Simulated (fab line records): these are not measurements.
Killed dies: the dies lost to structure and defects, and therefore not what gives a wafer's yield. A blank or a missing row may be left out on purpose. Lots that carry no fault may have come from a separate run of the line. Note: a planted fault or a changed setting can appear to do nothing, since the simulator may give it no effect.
Chamber matching :: flow nand harc :: NHARC_A_CONTACT_DEP_24 on pecvd-02 has 3 sister chambers
The step deposits SiO2, target thk 500 nm. 3 wafers are shown with their chamber, then 7 later ones without.

WAFERS, EACH WITH ITS CHAMBER
wafer: L906.2
chamber: 2
showerhead vpp V (V): 1737

wafer: L913.2
chamber: 1
showerhead vpp V (V): 1794

wafer: L913.4
chamber: 0
showerhead vpp V (V): 1904

WAFERS WITHOUT THEIR CHAMBER
wafer: L913.6
showerhead vpp V (V): 1755

wafer: L918.4
showerhead vpp V (V): 1858

wafer: L918.5
showerhead vpp V (V): 1892

wafer: L918.6
showerhead vpp V (V): 1799

wafer: L919.3
showerhead vpp V (V): 1887

wafer: L919.5
showerhead vpp V (V): 1855

wafer: L919.6
showerhead vpp V (V): 1759

WHICH CHAMBER EACH WENT THROUGH
wafer: L913.6
from the rows above: can't be placed: 2 or 1
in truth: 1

wafer: L918.4
from the rows above: can't be placed: 0 or 1
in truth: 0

wafer: L918.5
from the rows above: 0
in truth: 0

wafer: L918.6
from the rows above: can't be placed: 1 or 2
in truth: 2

wafer: L919.3
from the rows above: 0
in truth: 0

wafer: L919.5
from the rows above: can't be placed: 0 or 1
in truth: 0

wafer: L919.6
from the rows above: can't be placed: 2 or 1
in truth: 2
Correct placement for 2 of the 7. Can't be placed from these rows: 5 (the true chamber is among the candidates in 5). Wrongly placed: 0.
How it was worked out, from the rows above alone: a wafer's distance from a chamber is the root of the sum, over the readings, of the square of ((its reading less the chamber's mean) divided by the reading's scatter). The wafer belongs to the nearest chamber; if the next one is less than 2 further off, it can't be placed. The mean given for a chamber averages the wafers shown for that chamber. The scatter (one wafer shown for each chamber): square how far every hidden wafer sits from the nearest shown wafer, average those squares and take the square root.
